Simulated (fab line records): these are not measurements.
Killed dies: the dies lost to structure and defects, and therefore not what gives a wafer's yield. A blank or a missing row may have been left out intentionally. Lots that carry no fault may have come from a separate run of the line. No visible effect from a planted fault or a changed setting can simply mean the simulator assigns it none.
Matching of chambers | flow nand harc | NHARC_A_STAIRCASE_DESCUM_270 on rie diel-06: 4 sister chambers
The step chemistry O2, time 3 s. 16 wafers are shown with their chamber, then 8 later ones without.

== WAFERS WITH THEIR CHAMBER ==
wafer  | chamber | drypump motor current A (A) | showerhead plenum p Torr (Torr) | oes product au (a.u.)
L075.1 | 0       | 6.0                         | 1.85                            | 1.012
L075.2 | 1       | 5.4                         | 2.07                            | 1.017
L075.5 | 2       | 5.6                         | 1.86                            | 0.996
L079.1 | 3       | 4.8                         | 1.79                            | 0.979
L079.2 | 2       | 5.5                         | 1.86                            | 1.005
L079.6 | 1       | 5.4                         | 2.07                            | 1.015
L078.1 | 0       | 6.0                         | 1.85                            | 1.000
L078.3 | 3       | 4.8                         | 1.79                            | 0.965
L078.6 | 2       | 5.5                         | 1.85                            | 1.016
L085.1 | 2       | 5.6                         | 1.85                            | 0.998
L085.2 | 1       | 5.4                         | 2.06                            | 1.022
L085.3 | 3       | 4.8                         | 1.79                            | 0.972
L089.2 | 0       | 6.0                         | 1.84                            | 1.004
L089.3 | 3       | 4.8                         | 1.78                            | 0.971
L089.4 | 1       | 5.4                         | 2.06                            | 1.024
L087.1 | 0       | 6.0                         | 1.84                            | 1.015

SIGNATURES (averages over the wafers above)
reading                  | chamber 0 | chamber 1 | chamber 2 | chamber 3 | scatter within a chamber
drypump motor current A  | 6.000     | 5.400     | 5.550     | 4.800     | 0.0289
showerhead plenum p Torr | 1.8450    | 2.0650    | 1.8550    | 1.7875    | 0.00559
oes product au           | 1.00775   | 1.01950   | 1.00375   | 0.97175   | 0.00672
Rule: for each reading, subtract the chamber's mean from the wafer's reading, divide by that reading's scatter and square the result; add these up over the readings and take the root, which gives the wafer's distance from the chamber. If the next closest chamber is less than 2 further off than the closest, the wafer can't be placed; otherwise it belongs to the closest. The scatter is the square root of a quotient: the sum, over the shown wafers, of each reading's squared deviation from its chamber's mean, divided by wafers minus chambers.

== WAFERS WITH NO CHAMBER GIVEN ==
wafer  | drypump motor current A (A) | showerhead plenum p Torr (Torr) | oes product au (a.u.)
L087.2 | 4.8                         | 1.78                            | 0.981
L087.6 | 4.8                         | 1.78                            | 0.984
L092.4 | 5.9                         | 1.83                            | 1.023
L092.5 | 5.6                         | 1.84                            | 1.009
L092.6 | 5.4                         | 2.05                            | 1.028
L093.2 | 5.4                         | 2.05                            | 1.021
L093.4 | 5.6                         | 1.84                            | 1.003
L093.6 | 5.6                         | 1.84                            | 1.004

== WHICH CHAMBER EACH ONE RAN IN ==
wafer  | from the rows above | in truth
L087.2 | 3                   | 3
L087.6 | 3                   | 3
L092.4 | 0                   | 0
L092.5 | 2                   | 2
L092.6 | 1                   | 1
L093.2 | 1                   | 1
L093.4 | 2                   | 2
L093.6 | 2                   | 2
Placed correctly: 8 of 8. From these rows, 0 cannot be placed. Wrongly placed: 0.
